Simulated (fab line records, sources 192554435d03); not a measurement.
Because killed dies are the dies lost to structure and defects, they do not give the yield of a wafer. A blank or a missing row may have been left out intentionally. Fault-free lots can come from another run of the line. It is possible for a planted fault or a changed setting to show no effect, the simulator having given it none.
fab line records    flow n5-finfet    part 1 of 2: steps 1 to 26 of 32
record: lots: 5  wafers: 15  last-day: 17
route steps=1938 shown BEOL_M9@1409
lots that met no fault: from a run of the same line without faults
start-h: start of the lot's first displayed wafer, in hours after the record's first day    wait-h: hours from the lot's prior step to this one    " same as the row above    L1.1+2: several wafers, shown together as one row    - no value, or no start given    * or withheld: withheld    < > ~ a bound
route shown NAME@n: a module of which the file shows steps, and the number in the route of the first    usual: average and standard deviation across the fault-free wafers    same: alike in all rows    chamber/n: place in a boat    sites: per-site readings    _std_site: standard deviation of those values    _edge_site: outer sites' mean less inner sites'    radius-mm: how far each site lies from the wafer's centre    mask NAME#n: copy n    behind: the last tool/chamber to shape the wafer    hold: what put the lot on hold/how long, in hours/how the hold closed    device: which transistor (n, p or np) failed to switch    end of line: the same wafers' tests at the end of the route    a step given without rows: its recipe and nothing more    killed: the dies lost at the first sort to structure and to defects; this is not the yield of the wafer    map: a wafer's dies, x killed, . not, _ none there
set.NAME: the setting that was run; set.NAME@STEP: the one run at that earlier step    model.NAME: the simulator's own value behind a step, which no gauge read
a table for each step, a row for each wafer; lots at some steps of the route
services: a tool's chamber out of use, with start hour (start-h, from the record's first day; less than 0 if before it), hours out, and reason
== steps ==
step: N5_BEOL_M9_EBR_07
recipe: solvent: PGMEA  ebr-width-mm: 1.5
lot.wafer   tool            chamber  start-h  wait-h
L075.3+5+6  litho-track-05  0        -        -
L076.1+3+4  litho-track-04  0        -        -
L095.1+3+4  litho-track-01  0        -        -
L094.2+4+6  litho-track-01  0        -        -
L097.1+2+3  litho-track-01  0        -        -
step: N5_BEOL_M9_SOFTBAKE_06
recipe: temp-c: 110  time-s: 60  resist: CAR-ArF
lot.wafer   tool            chamber  start-h  wait-h
L075.3+5+6  litho-track-05  0        -        -
L076.1+3+4  litho-track-04  0        -        -
L095.1+3+4  litho-track-01  0        -        -
L094.2+4+6  litho-track-01  0        -        -
L097.1+2+3  litho-track-01  0        -        -
step: N5_BEOL_M9_EXPOSE_08
recipe: mask-id: M9  na: 1.35  source-shape: dipole  sigma-inner: 0.411  sigma-outer: 0.611  polarization: te  dose-mj: 53.75
lot.wafer   tool             chamber  start-h  wait-h  mask
L075.3+5+6  arfi-scanner-01  0        207.51   -       M9#0
L076.1+3+4  arfi-scanner-02  0        219.94   -       M9#0
L095.1+3+4  arfi-scanner-03  0        329.46   -       M9#0
L094.2+4+6  arfi-scanner-03  0        329.57   -       M9#0
L097.1+2+3  arfi-scanner-01  0        338.31   -       M9#0
step: N5_BEOL_M9_PEB_09
recipe: peb-temp-c: withheld  peb-time-s: 60  resist: CAR-ArF
same: peb-time-s: 60
lot.wafer   tool            chamber  start-h  wait-h
L075.3+5+6  litho-track-05  0        207.56   0.0
L076.1+3+4  litho-track-05  0        220.00   0.1
L095.1+3+4  litho-track-01  0        329.52   0.1
L094.2+4+6  litho-track-04  0        329.62   0.0
L097.1+2+3  litho-track-04  0        338.37   0.1
step: N5_BEOL_M9_DEVELOP_10
recipe: develop-time-s: 30  developer: TMAH  resist: CAR-ArF  rinse-liquid: diw  dry: air-spin  dev-temp-c: 23
lot.wafer   tool            chamber  start-h  wait-h
L075.3+5+6  litho-track-05  0        -        -
L076.1+3+4  litho-track-05  0        -        -
L095.1+3+4  litho-track-01  0        -        -
L094.2+4+6  litho-track-04  0        -        -
L097.1+2+3  litho-track-04  0        -        -
step: N5_BEOL_M9_CD_MEAS_11
recipe: target-cd-nm: 64.1  landing-energy-ev: 500  detector: se-inlens  polarity: opening
usual: cd-nm: 64.0/0.63
lot.wafer  tool       chamber  start-h  wait-h  cd-nm
L075.3     cd-sem-03  0        207.63   -       64.7
L075.5     "          0        "        "       63.9
L075.6     "          0        "        "       63.9
L076.1     cd-sem-03  0        220.07   -       64.5
L076.3     "          0        "        "       64.2
L076.4     "          0        "        "       64.2
L095.1     cd-sem-01  0        329.59   -       63.4
L095.3     "          0        "        "       63.8
L095.4     "          0        "        "       64.2
L094.2     cd-sem-02  0        329.69   -       63.3
L094.4     "          0        "        "       62.7
L094.6     "          0        "        "       63.6
L097.1     cd-sem-02  0        338.44   -       63.4
L097.2     "          0        "        "       63.3
L097.3     "          0        "        "       64.2
step: N5_BEOL_M9_OVL_MEAS_12
recipe: points-per-wafer: 44
usual: M9_OVL: 0.0/0.84
lot.wafer  tool        chamber  start-h  wait-h  M9_OVL[nm]
L075.3     overlay-01  0        207.65   0.0     -0.3
L075.5     "           0        "        "       0.5
L075.6     "           0        "        "       1.1
L076.1     overlay-01  0        220.10   0.0     -0.1
L076.3     "           0        "        "       0.7
L076.4     "           0        "        "       -1.0
L095.1     overlay-02  0        329.63   0.0     1.5
L095.3     "           0        "        "       1.1
L095.4     "           0        "        "       1.1
L094.2     overlay-02  0        329.73   0.0     -0.6
L094.4     "           0        "        "       -1.1
L094.6     "           0        "        "       -1.1
L097.1     overlay-01  0        338.47   0.0     1.3
L097.2     "           0        "        "       1.2
L097.3     "           0        "        "       -0.1
step: N5_BEOL_M9_INSPECT_13
recipe: mode: adi  inspect-instrument: brightfield
usual: raw-defect-count: 410/100
lot.wafer  tool               chamber  start-h  wait-h  raw-defect-count
L075.3     defect-inspect-02  -        207.68   0.0     350
L075.5     "                  -        "        "       344
L075.6     "                  -        "        "       435
L076.1     defect-inspect-02  -        220.12   0.0     602
L076.3     "                  -        "        "       462
L076.4     "                  -        "        "       375
L095.1     defect-inspect-02  -        329.65   0.0     406
L095.3     "                  -        "        "       407
L095.4     "                  -        "        "       412
L094.2     defect-inspect-02  -        329.75   0.0     516
L094.4     "                  -        "        "       329
L094.6     "                  -        "        "       314
L097.1     defect-inspect-01  -        338.49   0.0     277
L097.2     "                  -        "        "       451
L097.3     "                  -        "        "       413
step: N5_BEOL_M9_DESCUM_16
recipe: chemistry: O2  time-s: 7.9  source-power-w: 50  bias-power-w: 20  pressure-mtorr: 20  rf-frequency-hz: 2.712e+07  temp-c: 40  resist: CAR-ArF  o2-flow-sccm: 225
usual: drypump-motor-current-A: 5.6/0.36  oes-product-au: 0.81/0.096  rf-vpp-V: 243.1/1.6  showerhead-plenum-p-Torr: 2.09/0.092  throttle-valve-pct: 20.36/0.28
lot.wafer  tool         chamber  start-h  wait-h  drypump-motor-current-A  oes-product-au  rf-hours-counter-h  rf-vpp-V  showerhead-plenum-p-Torr  throttle-valve-pct
L075.3     rie-diel-05  0        207.95   0.3     5.4                      0.74            169                 240.8     2.01                      20.62
L075.5     "            2        "        "       5.3                      0.67            -                   243.2     2.16                      21.05
L075.6     "            3        "        "       5.8                      0.72            -                   242.5     1.97                      20.45
L076.1     rie-diel-03  2        220.25   0.1     5.1                      0.70            232                 243.6     2.14                      20.43
L076.3     "            0        "        "       5.9                      0.78            134                 241.5     2.01                      20.38
L076.4     "            1        "        "       5.0                      0.72            208                 240.7     2.00                      20.50
L095.1     rie-diel-02  3        329.69   0.0     6.2                      0.88            34                  246.0     2.24                      20.52
L095.3     "            1        "        "       5.9                      0.86            44                  241.5     2.04                      19.83
L095.4     "            3        "        "       6.2                      0.88            -                   245.9     2.24                      20.53
L094.2     rie-diel-05  2        329.79   0.0     5.3                      0.90            25                  243.0     2.15                      20.73
L094.4     "            1        "        "       6.1                      0.87            43                  245.8     2.22                      20.26
L094.6     "            2        "        "       5.2                      0.91            -                   243.3     2.15                      20.74
L097.1     rie-diel-03  2        338.53   0.0     5.1                      0.92            11                  243.8     2.13                      20.08
L097.2     "            0        "        "       5.9                      0.75            172                 242.2     2.00                      20.46
L097.3     "            3        "        "       5.5                      0.70            185                 242.2     2.09                      20.25
step: N5_BEOL_M9_ETCH_61
recipe: chemistry: CF4  target: SiARC  target-depth-a: 390  mask-material: CAR-ArF  time-s: 65  ion-energy-ev: 80  pressure-mtorr: 40  source-w: 545  bias-w: 36  Ar_flow_sccm: 100  cf4-flow-sccm: 100  ends: cleared
usual: drypump-motor-current-A: 5.6/0.37  etch-rf-on-time-s: 65.2/1.8  mfc-ar-sccm: 100.0/0.32  oes-product-au: 0.69/0.082  rf-vpp-V: 184.0/1.4  showerhead-plenum-p-Torr: 2.14/0.084  throttle-valve-pct: 15.53/0.26
lot.wafer  tool         chamber  start-h  wait-h  drypump-motor-current-A  etch-rf-on-time-s  mfc-ar-sccm  oes-product-au  rf-hours-counter-h  rf-vpp-V  showerhead-plenum-p-Torr  throttle-valve-pct
L075.3     rie-diel-05  0        207.99   0.0     5.4                      64.4               100.3        0.62            169                 183.2     2.05                      15.77
L075.5     "            2        "        "       5.3                      65.7               100.2        0.58            -                   185.4     2.17                      16.07
L075.6     "            3        "        "       5.8                      68.2               99.6         0.61            -                   183.7     2.05                      15.85
L076.1     rie-diel-03  2        220.28   0.0     5.1                      64.9               100.1        0.60            232                 185.4     2.20                      15.79
L076.3     "            0        "        "       5.9                      62.3               100.3        0.68            134                 182.6     2.06                      15.58
L076.4     "            1        "        "       5.0                      66.2               100.1        0.60            208                 183.4     2.02                      15.57
L095.1     rie-diel-02  3        329.72   0.0     6.2                      66.0               100.0        0.74            34                  187.5     2.27                      15.47
L095.3     "            1        "        "       5.9                      65.8               99.5         0.73            44                  182.7     2.10                      15.06
L095.4     "            3        "        "       6.2                      65.2               100.1        0.74            -                   186.5     2.27                      15.47
L094.2     rie-diel-05  2        329.82   0.0     5.3                      64.3               100.4        0.77            25                  185.3     2.16                      15.63
L094.4     "            1        "        "       6.2                      63.4               100.2        0.73            43                  185.4     2.26                      15.36
L094.6     "            2        "        "       5.3                      64.5               99.9         0.77            -                   184.3     2.16                      15.62
L097.1     rie-diel-03  2        338.56   0.0     5.1                      64.0               99.5         0.79            11                  184.7     2.19                      15.36
L097.2     "            0        "        "       5.9                      61.9               100.2        0.65            172                 182.3     2.05                      15.66
L097.3     "            3        "        "       5.4                      66.5               100.2        0.60            185                 182.5     2.13                      15.45
step: N5_BEOL_M9_ETCH_62
recipe: chemistry: N2/H2  target: SOC  target-depth-a: 1100  overetch-a: 220  mask-material: SiARC  temp-c: 40  time-s: 165  ion-energy-ev: 200  pressure-mtorr: 30  source-w: 840  bias-w: 150  n2-flow-sccm: 200  h2-flow-sccm: 200
usual: drypump-motor-current-A: 5.6/0.37  oes-product-au: 0.68/0.076  rf-vpp-V: 523.8/2.9  showerhead-plenum-p-Torr: 2.54/0.11  throttle-valve-pct: 17.8/0.32
lot.wafer  tool         chamber  start-h  wait-h  drypump-motor-current-A  oes-product-au  rf-hours-counter-h  rf-vpp-V  showerhead-plenum-p-Torr  throttle-valve-pct
L075.3     rie-diel-05  0        208.04   0.0     5.4                      0.62            169                 518.5     2.45                      18.2
L075.5     "            2        "        "       5.3                      0.57            -                   524.9     2.61                      18.4
L075.6     "            3        "        "       5.8                      0.62            -                   520.5     2.42                      18.0
L076.1     rie-diel-03  2        220.33   0.0     5.1                      0.60            232                 526.4     2.62                      18.1
L076.3     "            0        "        "       5.9                      0.66            134                 521.5     2.42                      17.6
L076.4     "            1        "        "       5.0                      0.61            208                 520.7     2.41                      17.9
L095.1     rie-diel-02  3        329.77   0.0     6.2                      0.73            35                  527.0     2.70                      17.8
L095.3     "            1        "        "       5.9                      0.73            45                  522.4     2.47                      17.2
L095.4     "            3        "        "       6.2                      0.73            -                   529.7     2.70                      17.8
L094.2     rie-diel-05  2        329.87   0.0     5.2                      0.76            25                  526.4     2.59                      18.0
L094.4     "            1        "        "       6.1                      0.71            43                  527.6     2.70                      17.6
L094.6     "            2        "        "       5.2                      0.76            -                   525.4     2.59                      18.0
L097.1     rie-diel-03  2        338.61   0.0     5.1                      0.77            11                  524.0     2.61                      17.7
L097.2     "            0        "        "       5.9                      0.64            172                 521.3     2.40                      17.6
L097.3     "            3        "        "       5.5                      0.61            185                 523.8     2.52                      17.5
step: N5_BEOL_M9_STRIP_68
recipe: chemistry: N2/H2  temp-c: 40  n2-flow-sccm: 200  h2-flow-sccm: 200  rf-frequency-hz: 6e+07
lot.wafer   tool         chamber  start-h  wait-h
L075.3+5+6  rie-diel-05  0,2,3    208.17   0.1
L076.1+3+4  rie-diel-03  2,0,1    220.47   0.1
L095.1+3+4  rie-diel-02  3,1,3    329.91   0.1
L094.2+4+6  rie-diel-05  2,1,2    330.01   0.1
L097.1+2+3  rie-diel-03  2,0,3    338.75   0.1
step: N5_BEOL_M9_STRIP_67
recipe: chemistry: CF4  resist: SiARC  power-w: 300  bias-power-w: 75  pressure-mtorr: 50  cf4-flow-sccm: 150  rf-frequency-hz: 6e+07
usual: drypump-motor-current-A: 5.6/0.36  oes-product-au: 0.81/0.089  rf-vpp-V: 271.1/1.7  showerhead-plenum-p-Torr: 1.79/0.07  throttle-valve-pct: 13.49/0.28
lot.wafer  tool         chamber  start-h  wait-h  drypump-motor-current-A  oes-product-au  rf-hours-counter-h  rf-vpp-V  showerhead-plenum-p-Torr  throttle-valve-pct
L075.3     rie-diel-05  0        208.18   0.0     5.5                      0.72            169                 269.8     1.71                      13.71
L075.5     "            2        "        "       5.3                      0.67            -                   270.4     1.82                      14.09
L075.6     "            3        "        "       5.8                      0.73            -                   269.4     1.72                      13.86
L076.1     rie-diel-03  2        220.48   0.0     5.1                      0.71            233                 271.1     1.84                      13.79
L076.3     "            0        "        "       5.9                      0.78            134                 269.5     1.73                      13.55
L076.4     "            1        "        "       5.0                      0.72            208                 269.1     1.69                      13.56
L095.1     rie-diel-02  3        329.92   0.0     6.2                      0.87            35                  273.3     1.90                      13.43
L095.3     "            1        "        "       5.8                      0.86            45                  270.1     1.75                      13.02
L095.4     "            3        "        "       6.2                      0.86            -                   274.1     1.90                      13.42
L094.2     rie-diel-05  2        330.02   0.0     5.3                      0.91            25                  271.9     1.81                      13.58
L094.4     "            1        "        "       6.1                      0.84            43                  273.9     1.88                      13.28
L094.6     "            2        "        "       5.3                      0.89            -                   272.3     1.81                      13.59
L097.1     rie-diel-03  2        338.76   0.0     5.1                      0.91            11                  272.2     1.84                      13.31
L097.2     "            0        "        "       5.9                      0.74            172                 271.2     1.72                      13.64
L097.3     "            3        "        "       5.4                      0.71            185                 270.4     1.78                      13.45
step: N5_BEOL_M9_HM_OPEN_17
recipe: chemistry: Cl2/BCl3  target-depth-a: 200  overetch-a: 60  target: TiN  mask-material: SOC  ion-energy-ev: 150  pressure-mtorr: 10  icp-w: 1000  bias-w: 126  Cl2_flow_sccm: 53.25  bcl3-flow-sccm: 21.75  Ar_flow_sccm: 25
usual: drypump-motor-current-A: 5.71/0.19  mfc-ar-sccm: 25.00/0.076  oes-product-au: 0.63/0.052  throttle-valve-pct: 22.06/0.15
lot.wafer  tool          chamber  start-h  wait-h  drypump-motor-current-A  mfc-ar-sccm  oes-product-au  rf-hours-counter-h  throttle-valve-pct
L075.3     rie-metal-01  1        208.26   0.1     5.63                     25.05        0.60            -                   22.02
L075.5     "             1        "        "       5.64                     25.02        0.61            -                   22.02
L075.6     "             0        "        "       5.53                     24.90        0.60            -                   21.79
L076.1     rie-metal-02  1        220.52   0.0     5.83                     25.04        0.59            72                  22.22
L076.3     "             0        "        "       5.78                     25.09        0.70            -                   22.20
L076.4     "             1        "        "       5.85                     25.00        0.60            -                   22.23
L095.1     rie-metal-02  0        329.96   0.0     5.83                     25.04        0.67            39                  22.22
L095.3     "             1        "        "       5.83                     25.08        0.58            -                   22.24
L095.4     "             0        "        "       5.80                     25.07        0.67            -                   22.23
L094.2     rie-metal-03  0        330.06   0.0     5.96                     25.04        0.69            30                  22.06
L094.4     "             1        "        "       5.40                     24.93        0.69            -                   21.96
L094.6     "             0        "        "       5.99                     24.92        0.69            -                   22.07
L097.1     rie-metal-01  0        338.80   0.0     5.54                     25.01        0.58            75                  21.81
L097.2     "             1        "        "       5.64                     25.05        0.58            80                  22.04
L097.3     "             0        "        "       5.55                     25.11        0.58            -                   21.80
step: N5_BEOL_M9_STRIP_19
recipe: chemistry: O2  power-w: 400  temp-c: 40  pressure-mtorr: 30  rf-frequency-hz: 6e+07  bias-power-w: 0  overash-fraction: 0.2  o2-flow-sccm: 225
usual: drypump-motor-current-A: 5.5/0.36  oes-product-au: 0.80/0.097  rf-vpp-V: 3.7/0.63  showerhead-plenum-p-Torr: 2.08/0.086  throttle-valve-pct: 16.61/0.27
lot.wafer  tool         chamber  start-h  wait-h  drypump-motor-current-A  oes-product-au  rf-hours-counter-h  rf-vpp-V  showerhead-plenum-p-Torr  throttle-valve-pct
L075.3     rie-diel-02  2        208.36   0.1     5.6                      0.86            41                  4.0       2.05                      16.40
L075.5     "            0        "        "       5.3                      0.86            -                   2.9       2.13                      16.45
L075.6     "            2        "        "       5.6                      0.86            -                   3.6       2.05                      16.39
L076.1     rie-diel-02  0        220.63   0.1     5.3                      0.85            52                  3.5       2.13                      16.46
L076.3     "            1        "        "       5.9                      0.94            -                   2.6       2.06                      16.02
L076.4     "            0        "        "       5.3                      0.85            -                   3.4       2.13                      16.49
L095.1     rie-diel-03  3        330.13   0.1     5.4                      0.70            183                 3.6       2.09                      16.52
L095.3     "            0        "        "       5.9                      0.76            170                 4.2       2.01                      16.72
L095.4     "            2        "        "       5.1                      0.93            8                   3.0       2.13                      16.32
L094.2     rie-diel-05  3        330.29   0.2     5.7                      0.69            224                 3.7       1.96                      16.82
L094.4     "            0        "        "       5.5                      0.70            207                 4.4       2.00                      16.96
L094.6     "            0        "        "       5.4                      0.71            -                   4.0       2.00                      16.97
L097.1     rie-diel-03  2        338.91   0.1     5.1                      0.92            11                  2.6       2.13                      16.33
L097.2     "            3        "        "       5.5                      0.72            185                 4.2       2.09                      16.50
L097.3     "            1        "        "       5.0                      0.69            246                 3.5       1.99                      16.81
step: N5_BEOL_M9_CD_MEAS_18
recipe: pitch-nm: 140  target-cd-nm: 70
usual: cd-nm: 70.0/0.65
lot.wafer  tool       chamber  start-h  wait-h  cd-nm
L075.3     cd-sem-02  -        208.43   0.1     71.1
L075.5     "          -        "        "       70.1
L075.6     "          -        "        "       70.7
L076.1     cd-sem-02  -        220.72   0.1     70.7
L076.3     "          -        "        "       69.9
L076.4     "          -        "        "       70.3
L095.1     cd-sem-01  -        330.20   0.0     69.7
L095.3     "          -        "        "       69.7
L095.4     "          -        "        "       70.5
L094.2     cd-sem-01  -        330.36   0.1     69.0
L094.4     "          -        "        "       68.5
L094.6     "          -        "        "       69.5
L097.1     cd-sem-01  -        338.98   0.0     70.0
L097.2     "          -        "        "       69.2
L097.3     "          -        "        "       70.6
step: N5_BEOL_M9_COAT_63
recipe: resist: SOC  temp-c: 250  time-s: 60  spin-rpm: 1500  resist-thk-nm: 60
lot.wafer   tool            chamber  start-h  wait-h
L075.3+5+6  litho-track-01  0        208.60   0.2
L076.1+3+4  litho-track-01  0        224.59   3.9
L095.1+3+4  litho-track-04  0        331.42   1.2
L094.2+4+6  litho-track-05  0        331.43   1.1
L097.1+2+3  litho-track-05  0        339.25   0.3
step: N5_BEOL_M9_COAT_64
recipe: resist: SiARC  temp-c: 220  time-s: 60  spin-rpm: 1500  resist-thk-nm: 12
lot.wafer   tool            chamber  start-h  wait-h
L075.3+5+6  litho-track-01  0        -        -
L076.1+3+4  litho-track-01  0        -        -
L095.1+3+4  litho-track-04  0        -        -
L094.2+4+6  litho-track-05  0        -        -
L097.1+2+3  litho-track-05  0        -        -
step: N5_BEOL_M9_COAT_75
recipe: resist: underlayer  temp-c: 205  time-s: 60  spin-rpm: 1500  resist-thk-nm: 5
lot.wafer   tool            chamber  start-h  wait-h
L075.3+5+6  litho-track-01  0        -        -
L076.1+3+4  litho-track-01  0        -        -
L095.1+3+4  litho-track-04  0        -        -
L094.2+4+6  litho-track-05  0        -        -
L097.1+2+3  litho-track-05  0        -        -
step: N5_BEOL_M9_COAT_22
recipe: resist: CAR-EUV  spin-rpm: 1500  resist-thk-nm: 30
lot.wafer   tool            chamber  start-h  wait-h
L075.3+5+6  litho-track-01  0        -        -
L076.1+3+4  litho-track-01  0        -        -
L095.1+3+4  litho-track-04  0        -        -
L094.2+4+6  litho-track-05  0        -        -
L097.1+2+3  litho-track-05  0        -        -
step: N5_BEOL_M9_EBR_24
recipe: solvent: PGMEA  ebr-width-mm: 1.5
lot.wafer   tool            chamber  start-h  wait-h
L075.3+5+6  litho-track-01  0        -        -
L076.1+3+4  litho-track-01  0        -        -
L095.1+3+4  litho-track-04  0        -        -
L094.2+4+6  litho-track-05  0        -        -
L097.1+2+3  litho-track-05  0        -        -
step: N5_BEOL_M9_SOFTBAKE_23
recipe: temp-c: 110  time-s: 60  resist: CAR-EUV
lot.wafer   tool            chamber  start-h  wait-h
L075.3+5+6  litho-track-01  0        -        -
L076.1+3+4  litho-track-01  0        -        -
L095.1+3+4  litho-track-04  0        -        -
L094.2+4+6  litho-track-05  0        -        -
L097.1+2+3  litho-track-05  0        -        -
step: N5_BEOL_M9_EXPOSE_25
recipe: mask-id: V8  na: 0.33  source-shape: annular  sigma-inner: 0.4  sigma-outer: 0.8  polarization: unpolarized  dose-mj: 37.25
lot.wafer   tool            chamber  start-h  wait-h  mask
L075.3+5+6  euv-scanner-02  0        208.92   -       V8#0
L076.1+3+4  euv-scanner-01  0        224.86   -       V8#0
L095.1+3+4  euv-scanner-02  0        331.61   -       V8#0
L094.2+4+6  euv-scanner-02  0        331.66   -       V8#0
L097.1+2+3  euv-scanner-02  0        339.43   -       V8#0
step: N5_BEOL_M9_PEB_26
recipe: peb-temp-c: 100  peb-time-s: 60  resist: CAR-EUV
same: peb-time-s: 60
lot.wafer   tool            chamber  start-h  wait-h
L075.3+5+6  litho-track-05  0        208.97   0.0
L076.1+3+4  litho-track-04  0        224.92   0.1
L095.1+3+4  litho-track-01  0        331.67   0.1
L094.2+4+6  litho-track-04  0        331.72   0.0
L097.1+2+3  litho-track-01  0        339.49   0.1
step: N5_BEOL_M9_DEVELOP_27
recipe: develop-time-s: 30  developer: TMAH  resist: CAR-EUV  rinse-liquid: surfactant-rinse  dry: air-spin  dev-temp-c: 23
lot.wafer   tool            chamber  start-h  wait-h
L075.3+5+6  litho-track-05  0        -        -
L076.1+3+4  litho-track-04  0        -        -
L095.1+3+4  litho-track-01  0        -        -
L094.2+4+6  litho-track-04  0        -        -
L097.1+2+3  litho-track-01  0        -        -
step: N5_BEOL_M9_CD_MEAS_28
recipe: target-cd-nm: 70  landing-energy-ev: 500  detector: se-inlens  polarity: opening
usual: cd-nm: 69.97/0.25
lot.wafer  tool       chamber  start-h  wait-h  cd-nm
L075.3     cd-sem-03  0        209.04   -       69.70
L075.5     "          0        "        "       70.02
L075.6     "          0        "        "       70.07
L076.1     cd-sem-02  0        224.99   -       69.89
L076.3     "          0        "        "       69.95
L076.4     "          0        "        "       70.48
L095.1     cd-sem-01  0        331.74   -       69.72
L095.3     "          0        "        "       70.02
L095.4     "          0        "        "       69.98
L094.2     cd-sem-01  0        331.79   -       69.98
L094.4     "          0        "        "       69.74
L094.6     "          0        "        "       70.18
L097.1     cd-sem-03  0        339.56   -       70.07
L097.2     "          0        "        "       69.70
L097.3     "          0        "        "       70.18
